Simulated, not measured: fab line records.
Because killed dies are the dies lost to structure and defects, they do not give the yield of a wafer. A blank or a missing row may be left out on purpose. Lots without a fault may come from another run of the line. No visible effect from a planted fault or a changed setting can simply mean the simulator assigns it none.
Chamber matching ; flow nand_harc ; rie_diel-08 running NHARC_P_M0_ETCH_34: 4 sister chambers
The step etches the open film in N2/H2, target depth 40 nm, overetch 12 nm, time 43.94 s. 4 wafers are shown with their chamber, then 9 later ones without.

WAFERS PAIRED WITH THEIR CHAMBERS
wafer;chamber;showerhead_plenum_p_Torr (Torr)
L085.4;1;2.01
L085.6;0;1.88
L087.3;3;1.93
L087.6;2;2.05

WAFERS MISSING THEIR CHAMBER
wafer;showerhead_plenum_p_Torr (Torr)
L091.1;2.05
L091.4;2.01
L091.6;2.05
L093.2;1.87
L093.3;2.04
L093.4;2.01
L094.4;1.92
L094.5;2.01
L094.6;1.87

CHAMBER TAKEN BY EACH
wafer;from the rows above;in truth
L091.1;2;2
L091.4;1;1
L091.6;2;2
L093.2;0;0
L093.3;2;2
L093.4;1;1
L094.4;3;3
L094.5;1;1
L094.6;0;0
Correct placement for 9 of the 9. Can't be placed from these rows: 0. Wrongly placed: 0.
How it was worked out, from the rows above alone: a wafer's distance from a chamber is the root of the sum, over the readings, of the square of ((its reading less the chamber's mean) divided by the reading's scatter). The wafer belongs to the nearest chamber; if the next one is less than 2 further off, it can't be placed. For every chamber, the mean is computed from those of its wafers that are shown. The scatter: root of mean squared gap, hidden wafer to nearest shown wafer, with one shown wafer a chamber.
